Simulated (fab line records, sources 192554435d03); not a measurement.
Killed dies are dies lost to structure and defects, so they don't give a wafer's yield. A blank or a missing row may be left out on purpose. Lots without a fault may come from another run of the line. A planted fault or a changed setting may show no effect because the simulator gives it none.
Split-lot experiment | flow n5_finfet | 7 lots, 21 wafers read, on a route of 1938 steps

THE SPLIT
At N5_BEOL_M9_ETCH_66 (etches SOC in N2/H2, target depth 80 nm, overetch 16 nm, time 120 s), the setting time_s was moved away from the recipe's 120 s on 9 of the 21 wafers read, by -21.4% to +13.6%. The other wafers ran this setting at the recipe's value.

The reading is taken at the split's own step.

THE READING
SiARC_of_BEOL_M9_COAT_64.thk_nm (the simulator's own value, which no gauge read), in nm, at N5_BEOL_M9_ETCH_66 (etches SOC in N2/H2, target depth 80 nm, overetch 16 nm, time 120 s). The file gives no usual value for it. The 12 wafers here that ran the recipe average 6.3 nm, standard deviation 0.19 nm.

wafer  | tool, chamber at the split | time_s as run, s | against the recipe | SiARC_of_BEOL_M9_COAT_64.thk_nm, nm | against lot-mates on the recipe
L077.1 | rie_diel-05, 0             | 136.3            | +13.6%             | 5.4                                 | -1.0
L077.4 | rie_diel-05, 3             | 120              | recipe             | 6.4                                 | -
L077.6 | rie_diel-05, 1             | 136.3            | +13.6%             | 5.8                                 | -0.6
L079.2 | rie_diel-01, 0,2           | 111.9            | -6.8%              | 6.8                                 | +0.4
L079.4 | rie_diel-01, 0,2           | 111.9            | -6.8%              | 6.8                                 | +0.4
L079.5 | rie_diel-01, 0             | 120              | recipe             | 6.4                                 | -
L088.1 | rie_diel-01, 1             | 120              | recipe             | 6                                   | -
L088.5 | rie_diel-01, 2             | 99.85            | -16.8%             | 7.4                                 | +1.4
L088.6 | rie_diel-01, 3             | 99.85            | -16.8%             | 7.2                                 | +1.2
L095.2 | rie_diel-01, 0             | 94.3             | -21.4%             | 7.6                                 | +1.5
L095.5 | rie_diel-01, 0             | 120              | recipe             | 6.2                                 | -
L095.6 | rie_diel-01, 1             | 120              | recipe             | 6                                   | -
L094.1 | rie_diel-01, 2             | 120              | recipe             | 6.6                                 | -
L094.3 | rie_diel-01, 3,0           | 120              | recipe             | 6.4                                 | -
L094.4 | rie_diel-01, 3,0           | 120              | recipe             | 6.4                                 | -
L089.1 | rie_diel-01, 0,2           | 120              | recipe             | 6.2                                 | -
L089.2 | rie_diel-01, 0,2           | 120              | recipe             | 6.2                                 | -
L089.6 | rie_diel-01, 1             | 120              | recipe             | 6                                   | -
L092.1 | rie_diel-06, 0,1           | 134.9            | +12.4%             | 6                                   | -0.4
L092.4 | rie_diel-06, 0,1           | 134.9            | +12.4%             | 6                                   | -0.4
L092.2 | rie_diel-06, 2             | 120              | recipe             | 6.4                                 | -
Where a row lists several chambers, the file gives one row for several wafers and doesn't say which wafer went through which chamber.

THE FIT
A straight line over all 21 wafers: SiARC_of_BEOL_M9_COAT_64.thk_nm changes by -0.0524 nm for each +1% of time_s; r = -0.92; the points scatter about the line by 0.21 nm.
The same after taking each lot's own level away (the mean of its wafers on the recipe; 21 wafers): -0.0624 nm for each +1%; r = -0.96; scatter 0.16 nm.
On that fit, the largest move of time_s shifts the reading by 1.3 nm.
The lots' own levels span 6.00 to 6.47 nm, that is 2.5 times the standard deviation above.
So the lot-to-lot level changes the slope: the two fits differ.
Check: with one of the wafers moved furthest among these (-21.4%) left out of the fit, the line predicts +1.37 nm for it against its lot-mates. It came out at +1.5 nm against them.

OTHER SPLITS ON THESE WAFERS
These wafers also went through other splits before the reading. Each is held against what the fit with the lots' levels taken away leaves over:
other split on the same wafers   | wafers away from the commonest value | r with SiARC_of_BEOL_M9_COAT_64.thk_nm (lot level and that fit taken away)
N5_BEOL_M5_TRENCH_ETCH_37 bias_w | 11                                   | +0.06
N5_BEOL_M5_ETCH_41 source_w      | 11                                   | -0.24
N5_BEOL_M6_TRENCH_ETCH_37 time_s | 7                                    | +0.44
N5_BEOL_M7_EXPOSE_25 dose_mj     | 4                                    | -0.13
N5_BEOL_M9_COAT_05 spin_rpm      | 3                                    | +0.35
N5_BEOL_M9_ETCH_62 time_s        | 6                                    | +0.09

THE FILE'S OWN FIT
SiARC_of_BEOL_M9_COAT_64.thk_nm changes by -0.0644 nm for each +1% of time_s, r = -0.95.
